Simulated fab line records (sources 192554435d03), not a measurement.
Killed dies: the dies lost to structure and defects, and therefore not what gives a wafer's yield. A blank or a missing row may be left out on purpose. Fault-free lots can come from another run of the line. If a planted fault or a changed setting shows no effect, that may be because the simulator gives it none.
Chamber matching :: flow n5 finfet :: N5_GATE_CUT_ETCH_36 on rie diel-01 has 4 sister chambers
The step etches SiARC in CF4, target depth 13 nm, time 21.7 s. 4 wafers are shown with their chamber, then 7 later ones without.

WAFERS, EACH WITH ITS CHAMBER
wafer: L086.5
chamber: 2
showerhead plenum p Torr (Torr): 2.09

wafer: L087.6
chamber: 0
showerhead plenum p Torr (Torr): 2.15

wafer: L089.3
chamber: 1
showerhead plenum p Torr (Torr): 2.17

wafer: L089.5
chamber: 3
showerhead plenum p Torr (Torr): 2.19

WAFERS WITHOUT THEIR CHAMBER
wafer: L089.6
showerhead plenum p Torr (Torr): 2.09

wafer: L090.2
showerhead plenum p Torr (Torr): 2.17

wafer: L090.5
showerhead plenum p Torr (Torr): 2.15

wafer: L090.6
showerhead plenum p Torr (Torr): 2.17

wafer: L092.1
showerhead plenum p Torr (Torr): 2.14

wafer: L092.4
showerhead plenum p Torr (Torr): 2.09

wafer: L092.6
showerhead plenum p Torr (Torr): 2.14

WHICH CHAMBER EACH WENT THROUGH
wafer: L089.6
from the rows above: 2
in truth: 2

wafer: L090.2
from the rows above: 1
in truth: 1

wafer: L090.5
from the rows above: 0
in truth: 0

wafer: L090.6
from the rows above: 1
in truth: 1

wafer: L092.1
from the rows above: 0
in truth: 0

wafer: L092.4
from the rows above: 2
in truth: 2

wafer: L092.6
from the rows above: 0
in truth: 0
7 of 7 placed correctly. Number that these rows cannot place: 0. Wrongly placed: 0.
How it was worked out, from the rows above alone: a wafer's distance from a chamber is the root of the sum, over the readings, of the square of ((its reading less the chamber's mean) divided by the reading's scatter). If the next closest chamber is less than 2 further off than the closest, the wafer can't be placed; otherwise it belongs to the closest. A chamber's mean is the mean of its shown wafers. The scatter (one wafer shown for each chamber): square how far every hidden wafer sits from the nearest shown wafer, average those squares and take the square root.
